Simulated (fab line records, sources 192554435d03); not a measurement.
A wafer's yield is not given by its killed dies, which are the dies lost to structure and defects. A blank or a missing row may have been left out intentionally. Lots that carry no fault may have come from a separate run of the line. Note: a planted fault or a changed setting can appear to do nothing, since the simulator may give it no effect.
Problem report in the 8D (eight disciplines) form, filled by code -- flow n5_finfet -- the parts of the form that need people (team, actions taken, sign-off) are left out

## 1. PROBLEM STATEMENT
Wafers with no fault read 66.27 s with a standard deviation of 0.14, whereas run_length_s at N5_SDB_COAT_04 reads a mean of 70.50 s on 1 wafer of 1 lot. Relative to the usual mean, that is a shift of +30 standard deviations.
The step: time 60 s, resist thk 18 nm.
First observed at day 6 12:23: wafer L366.6, on litho_track-01. The record holds 33 wafers of 11 lots with a number at this step. The rule behind "out" and "out of limits": a value lying over 4 standard deviations away from the usual mean. Any other wafer with a number is counted as sound.

## 2. WHAT IT IS; WHAT IT IS NOT
question,is,is not
which readings at this step,run_length_s,-
which lots,L366,"L355, L357, L358, L359, L360, L361, L373, L374, L377, L378"
which wafers of those lots,L366.6,"L366.2, L366.3"
read on which tools,litho_track-01,"litho_track-02, litho_track-05"
when,from day 6 12:23,"up to then (20 sound wafers); but 12 sound wafers of L373, L374, L377, L378 came after"

## 3. THE SUSPECTS, EACH WITH WHAT RULES IT OUT
Counting: a tool at a process step up to the reading stays a suspect if it ran every lot that is out. Sound lots after the first of them don't rule it out here, since some wafers of a struck lot are sound.
- litho_track-01 at N5_SDB_COAT_04 (time 60 s, resist thk 18 nm): kept. The lot that is out, L366, ran on it at day 6 12:23; the last sound lot it ran before that was L358, at day 4 15:29. On those wafers its own readings are out: run_length_s.
The count leaves litho_track-01 at N5_SDB_COAT_04.

## 4. THE CAUSE (what the simulator had put in)
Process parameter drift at N5_SDB_COAT_04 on litho_track-01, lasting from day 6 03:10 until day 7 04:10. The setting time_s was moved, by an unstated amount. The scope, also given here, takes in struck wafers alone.
Counting left only this tool.

## 5. THE EFFECT CHAIN, in route order
Each row: a reading whose mean over the struck wafers that have a number lies more than 3 standard deviations from the usual. Scope: only readings with a usual standard deviation given in the record; hours: median across lots of the time from each lot's start at the first step in this table that gives one to its start at this step; sigmas: change in usual standard deviations.
hours,step,reading,usual,on struck wafers,change,sigmas
0,N5_SDB_COAT_04,run_length_s,66.27 s,70.50,+4.23,+30
It contains these process steps:
- N5_SDB_COAT_04: time 60 s, resist thk 18 nm.
At these later measuring or inspecting steps, every struck wafer for which the step has a row has a number for every such reading, and none has moved that far: N5_SDB_OVL_MEAS_12.

## 6. WHAT WOULD HAVE CAUGHT IT SOONER
9 hours passed between the start of the fault at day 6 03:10 and the first reading out of limits in this record, taken at day 6 12:23.
